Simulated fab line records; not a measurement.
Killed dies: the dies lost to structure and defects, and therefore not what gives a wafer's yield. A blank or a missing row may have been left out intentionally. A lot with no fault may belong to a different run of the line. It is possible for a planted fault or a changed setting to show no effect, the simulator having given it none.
fab line records    flow nand-harc    part 2 of 2: steps 21 to 30 of 30
record: lots: 5  wafers: 15  last-day: 24
route steps=1159 shown A_SLIT@790 A_SIN_REMOVE@804 A_WL_FILL@809
lots untouched by any fault: they come from a run of this same line in which no faults occurred
start-h: hours from the record's first day to the start of the lot's first wafer shown    wait-h: time in hours since the lot's previous step    " as in the row above    L1.1+2: one row covering several wafers at once    - no value, or no start was given    * or withheld: withheld    < > ~ a bound
route shown NAME@n: a module of which the file shows steps, and the number in the route of the first    usual: mean/standard deviation of fault-free wafers    same: alike in all rows    chamber/n: place in a boat    sites: the reading at each site    _std_site: their standard deviation    _edge_site: outer sites' mean less inner sites'    radius-mm: for every site, how far away it sits from the centre of the wafer    mask NAME#n: copy n    behind: the last tool/chamber to shape the wafer    hold: what put the lot on hold/how long, in hours/how the hold closed    device: the n, p or np transistor that did not switch    end of line: tests of these same wafers at the route's end    a step without rows: its recipe alone    killed: at the first sort, the dies lost to defects and structure; wafer yield is something else    map: dies across one wafer; x = killed, . = not, _ = none there
set.NAME: the setting the step ran with; set.NAME@STEP: the setting that earlier step ran with    model.NAME: the simulator's own value behind a step, which no gauge read
lots seen at some steps along the route; tables by step, rows by wafer
services: when a tool's chamber went out of use (start-h, in hours from the record's first day, below 0 if earlier), for how many hours, and the reason
== steps ==
step: NHARC_A_WL_FILL_ALD_02
recipe: target-thk-a: 20  pulse-time-s: 3  ald-cycles: 100  temp-c: 450  material: TiN
usual: heater-power-w: 1110/200  precursor-pulse-height-rel: 1.001/0.022
lot.wafer  tool          chamber  start-h  wait-h  heater-power-w  precursor-pulse-height-rel
L086.1     ald-metal-02  1        404.84   0.2     1594            1.002
L086.6     "             1        "        "       1586            0.948
L086.5     "             2        "        "       910             1.017
L084.4     ald-metal-01  2        413.66   0.1     835             1.001
L084.3     "             0        "        "       999             0.998
L084.6     "             2        "        "       879             1.000
L092.1     ald-metal-01  0        431.16   0.2     995             0.965
L092.3     "             3        "        "       1231            1.027
L092.6     "             0        "        "       1011            1.017
L089.1     ald-metal-02  1        431.51   0.2     1571            0.999
L089.3     "             2        "        "       942             0.991
L089.6     "             2        "        "       948             1.001
L094.3     ald-metal-04  2        459.13   0.2     1279            0.973
L094.2     "             0        "        "       1029            0.997
L094.5     "             2        "        "       1328            0.968
step: NHARC_A_WL_FILL_CVD_03
recipe: target-thk-a: 400  temp-c: 300  pressure-torr: 40  wf6-flow-sccm: 40  h2-flow-sccm: 1600  ar-flow-sccm: 1560  time-s: 3302  material: W
usual: heater-power-w: 470/66  throttle-valve-pct: 7.9/0.38
lot.wafer  tool      chamber  start-h  wait-h  heater-power-w  throttle-valve-pct
L086.1     cvd-w-02  0        405.27   0.1     495             7.5
L086.5     "         0        409.07   3.8     498             7.5
L086.6     "         0        "        "       491             7.4
L084.3     cvd-w-01  1        417.54   3.5     399             8.0
L084.4     "         0        "        "       367             7.5
L084.6     "         0        "        "       375             7.9
L092.1     cvd-w-02  1        432.59   1.0     533             8.4
L092.3     "         1        "        "       528             8.2
L092.6     "         1        "        "       535             8.0
L089.1     cvd-w-02  0        435.43   3.5     499             7.6
L089.3     "         0        "        "       486             7.5
L089.6     "         0        "        "       480             7.5
L094.2     cvd-w-02  1        463.20   3.7     561             7.9
L094.3     "         0        "        "       496             7.5
L094.5     "         0        "        "       492             7.3
step: NHARC_A_WL_FILL_ETCHBACK_04
recipe: target-depth-a: 600  time-s: 120  chemistry: NF3
usual: chamber-pressure-mTorr: 300.00/0.27  drypump-motor-current-A: 5.6/0.32  oes-product-au: 0.999/0.0095
lot.wafer  tool          chamber  start-h  wait-h  chamber-pressure-mTorr  drypump-motor-current-A  oes-product-au  rf-hours-counter-h
L086.1     rie-metal-02  1        411.45   5.2     300.13                  5.7                      0.990           0.2
L086.5     "             1        "        "       299.92                  5.7                      0.996           -
L086.6     "             0        "        "       300.13                  6.0                      1.014           -
L084.3     rie-metal-02  1        419.98   2.0     299.97                  5.7                      0.986           -
L084.4     "             0        "        "       299.85                  6.0                      1.004           -
L084.6     "             1        "        "       299.74                  5.7                      0.987           -
L092.1     rie-metal-03  0        435.95   2.9     300.04                  5.5                      1.011           3.9
L092.3     "             0        "        "       299.90                  5.5                      1.012           -
L092.6     "             1        "        "       299.79                  4.9                      1.004           -
L089.1     rie-metal-01  1        438.76   2.9     299.67                  5.3                      1.011           2.8
L089.3     "             1        "        "       299.53                  5.4                      1.001           -
L089.6     "             0        "        "       299.60                  5.8                      0.989           -
L094.2     rie-metal-01  0        466.03   2.4     300.06                  5.8                      0.990           3.6
L094.3     "             1        "        "       300.30                  5.4                      0.993           -
L094.5     "             1        "        "       299.37                  5.4                      0.996           -
step: NHARC_A_WL_FILL_ETCHBACK_05
recipe: target-depth-a: 220  time-s: 60  temp-c: 40  chemistry: Cl2/BCl3
usual: chamber-pressure-mTorr: 10.000/0.0095  drypump-motor-current-A: 5.6/0.31  oes-product-au: 0.998/0.0096
lot.wafer  tool          chamber  start-h  wait-h  chamber-pressure-mTorr  drypump-motor-current-A  oes-product-au  rf-hours-counter-h
L086.1     rie-metal-02  1        411.69   0.2     10.003                  5.6                      1.003           0.4
L086.6     "             1        "        "       9.982                   5.7                      0.989           -
L086.5     "             0        "        "       9.994                   6.0                      1.014           -
L084.4     rie-metal-02  1        420.18   0.1     9.990                   5.7                      0.980           -
L084.3     "             0        "        "       9.998                   6.0                      0.999           -
L084.6     "             0        "        "       10.012                  6.0                      1.008           -
L092.1     rie-metal-03  1        436.16   0.2     9.981                   4.9                      0.993           3.9
L092.3     "             1        "        "       10.006                  4.9                      0.993           -
L092.6     "             0        "        "       10.001                  5.5                      1.019           -
L089.1     rie-metal-01  1        438.97   0.2     10.005                  5.4                      0.992           3.0
L089.3     "             0        "        "       10.004                  5.8                      0.990           -
L089.6     "             1        "        "       9.988                   5.4                      0.992           -
L094.2     rie-metal-01  0        466.25   0.2     10.018                  5.8                      0.983           3.8
L094.3     "             1        "        "       10.004                  5.4                      1.004           -
L094.5     "             0        "        "       9.994                   5.8                      0.985           -
step: NHARC_A_WL_FILL_STRIP_27
recipe: power-w: 1500  temp-c: 250  time-s: 20  chemistry: N2/H2
usual: drypump-motor-current-A: 5.4/0.4  heater-power-w: 366/31
lot.wafer  tool             chamber  start-h  wait-h  drypump-motor-current-A  heater-power-w  rf-hours-counter-h
L086.1     plasma-asher-01  0        411.85   0.1     5.3                      367             42
L086.5     "                1        "        "       5.1                      318             -
L086.6     "                0        "        "       5.4                      378             -
L084.4     plasma-asher-01  0        420.34   0.1     5.3                      375             -
L084.3     "                1        "        "       5.1                      317             -
L084.6     "                1        "        "       5.0                      325             -
L092.1     plasma-asher-01  1        436.32   0.2     5.1                      323             52
L092.3     "                1        "        "       5.1                      313             -
L092.6     "                1        "        "       5.1                      330             -
L089.1     plasma-asher-01  1        439.13   0.2     5.1                      323             54
L089.3     "                0        "        "       5.3                      370             -
L089.6     "                1        "        "       5.1                      323             -
L094.2     plasma-asher-02  0        466.38   0.1     6.1                      367             33
L094.3     "                1        "        "       5.2                      395             -
L094.5     "                1        "        "       5.2                      401             -
step: NHARC_A_WL_FILL_STRIP_28
recipe: time-s: 1200  temp-c: 72.5  chemistry: post-etch-residue-remover
lot.wafer   tool          chamber  start-h  wait-h
L086.1+6+5  wet-bench-05  7,0,2    412.00   0.1
L084.3+6+4  wet-bench-05  7,0,1    420.47   0.1
L092.3+6+1  wet-bench-06  5,7,1    436.48   0.1
L089.1+3+6  wet-bench-02  0,1,4    439.30   0.1
L094.5+2+3  wet-bench-05  1,2,5    466.57   0.1
step: NHARC_A_WL_FILL_PRECLEAN_06
recipe: time-s: 300  chemistry: DIW
lot.wafer   tool          chamber  start-h  wait-h
L086.1+6+5  wet-bench-05  7,0,2    -        -
L084.3+6+4  wet-bench-05  7,0,1    -        -
L092.3+6+1  wet-bench-06  5,7,1    -        -
L089.1+3+6  wet-bench-02  0,1,4    -        -
L094.5+2+3  wet-bench-05  1,2,5    -        -
step: NHARC_A_WL_FILL_SRD_07
lot.wafer   tool          chamber  start-h  wait-h
L086.1+6+5  wet-bench-05  7,0,2    -        -
L084.3+6+4  wet-bench-05  7,0,1    -        -
L092.3+6+1  wet-bench-06  5,7,1    -        -
L089.1+3+6  wet-bench-02  0,1,4    -        -
L094.5+2+3  wet-bench-05  1,2,5    -        -
step: NHARC_A_WL_FILL_ANNEAL_08
recipe: temp-c: 450  time-s: 1800
usual: spike-tc-lower-C: 449.1/1.6
lot.wafer  tool        chamber  start-h  wait-h  spike-tc-lower-C
L086.1     furnace-03  0        415.56   -       446.3
L086.5     "           0        "        "       447.9
L086.6     "           0        "        "       449.1
L084.3     furnace-06  0        425.89   -       448.9
L084.4     "           0        "        "       449.7
L084.6     "           0        "        "       453.4
L089.1     furnace-03  0        440.13   -       448.0
L089.3     "           0        "        "       448.3
L089.6     "           0        "        "       448.2
L092.1     furnace-03  0        440.13   -       447.5
L092.3     "           0        "        "       447.6
L092.6     "           0        "        "       448.9
L094.2     furnace-03  0        470.14   -       449.2
L094.3     "           0        "        "       448.0
L094.5     "           0        "        "       448.5
step: NHARC_A_WL_FILL_ALD_10
recipe: target-thk-a: 500  pulse-time-s: 10  ald-cycles: 500  temp-c: 300  material: SiO2
usual: heater-power-w: 473/41  precursor-pulse-height-rel: 1.000/0.02
lot.wafer  tool       chamber  start-h  wait-h  heater-power-w  precursor-pulse-height-rel
L086.1     ald-hk-03  2        418.60   1.6     519             0.974
L086.5     "          0        419.63   2.6     413             1.033
L086.6     "          1        "        "       465             1.011
L084.4     ald-hk-02  0        428.23   0.9     497             0.971
L084.3     "          2        429.26   1.9     506             1.031
L084.6     "          3        "        "       465             0.972
L092.1     ald-hk-03  2        441.80   0.2     520             1.001
L092.3     "          0        442.84   1.2     419             1.036
L092.6     "          2        443.88   2.3     526             1.047
L089.3     ald-hk-02  1        442.04   0.4     543             0.998
L089.1     "          3        443.08   1.5     477             1.016
L089.6     "          1        444.12   2.5     547             1.019
L094.3     ald-hk-03  2        472.69   1.1     511             1.038
L094.2     "          0        474.76   3.2     414             0.962
L094.5     "          1        475.79   4.2     450             0.999
== services ==
tool             chamber  start-h  hours  kind
ald-hk-04        -        367.82   10.0   pm
rie-diel-12      0        372.53   5.7    repair
wet-bench-05     -        372.80   8.0    pm
ald-metal-02     -        374.71   1.5    repair
rie-diel-04      2        378.15   10.6   repair
cvd-w-02         -        379.39   13.0   pm
rie-diel-12      -        379.40   9.0    pm
rie-metal-02     -        388.00   9.0    pm
rie-diel-12      0        389.24   11.2   repair
wet-bench-01     -        389.60   8.0    pm
cvd-w-02         1        404.51   4.9    repair
rie-diel-12      2        413.79   5.4    repair
rie-metal-03     1        418.61   1.5    repair
rie-metal-02     0        442.66   15.4   repair
wet-bench-07     -        448.01   8.0    pm
rie-diel-13      -        453.00   9.0    pm
rie-metal-03     -        453.00   9.0    pm
ald-metal-01     3        455.91   26.3   repair
ald-metal-01     -        458.00   10.0   pm
plasma-asher-01  -        460.26   9.0    pm
ald-hk-02        -        462.48   10.0   pm
rie-diel-04      -        465.90   9.0    pm
ald-metal-01     1        473.92   1.4    repair
rie-diel-13      0        473.94   9.2    repair
